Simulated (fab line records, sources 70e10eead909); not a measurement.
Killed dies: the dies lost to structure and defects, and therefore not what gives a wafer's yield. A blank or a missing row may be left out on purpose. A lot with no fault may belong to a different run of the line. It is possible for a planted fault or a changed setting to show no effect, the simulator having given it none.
Which tool is to blame? ; flow nand_harc ; 18 wafers from 6 lots sampled at 3 of the route's 1159 steps

WHAT EACH GAUGE READ, for each wafer
NHARC_THIN_TSV_CD_MEAS_16.
lot;measured;on;cd_nm (nm)
L889;day 20 06:30;cd_sem-02;997.6 999.9 998.2
L892;day 21 15:26;cd_sem-03;999.7 1002.4 1001.8
L898;day 23 17:29;cd_sem-02;999.5 999.8 1000.1
L899;day 23 23:19;cd_sem-02;998.6 999.6 999.4
L901;day 25 09:46;cd_sem-01;1002.3 1000.9 1001.4
L906;day 25 15:11;cd_sem-03;997.6 998.9 998.8

EACH LOT AND THE TOOL THAT RAN IT (in order: tool; ch and the chambers of the sampled wafers; start)
lot;NHARC_P_BONDPAD_ECD_18;NHARC_THIN_TSV_ETCH_15
L889;ecd_cu-01 ch 0,1, day 6 22:35;rie_si-04 ch 1,3, day 20 06:17
L892;ecd_cu-01 ch 1, day 7 07:56;rie_si-02 ch 0,2, day 21 15:18
L898;ecd_cu-01 ch 0,1, day 8 15:02;rie_si-05 ch 0,3, day 23 17:20
L899;ecd_cu-02 ch 0,1, day 9 17:47;rie_si-02 ch 0,1,2, day 23 23:12
L901;ecd_cu-01 ch 0,1, day 10 08:13;rie_si-02 ch 0,1,3, day 25 09:38
L906;ecd_cu-01 ch 0,1, day 10 22:17;rie_si-05 ch 0,3, day 25 15:03
- NHARC_P_BONDPAD_ECD_18: material Cu, target thk 400 nm.
- NHARC_THIN_TSV_ETCH_15: target depth 3000 nm, bosch target overetch cycles 2, bosch etch step 2.8 s.

THE ANSWER, worked out from the rows above alone
Rule: the lots themselves supply what counts as usual. The widest of any qualifying gaps counts: lots, ordered by their means at a reading, are off when they make up no more than a third of the lots, leave a main group of 4 or more, and stand apart from it by 3 or more times the standard deviation of that group's means. A main group whose means are all the same, to the digits that the tables above print for the reading, isn't used. Also off: a lot with no number at a reading for which 4 or more lots have one. Where the step has rows for the other lots, those lots are counted as sound.
Across all readings shown, no lot is off: no conclusion can be drawn from this.

WHAT THE SIMULATOR HAD PUT IN
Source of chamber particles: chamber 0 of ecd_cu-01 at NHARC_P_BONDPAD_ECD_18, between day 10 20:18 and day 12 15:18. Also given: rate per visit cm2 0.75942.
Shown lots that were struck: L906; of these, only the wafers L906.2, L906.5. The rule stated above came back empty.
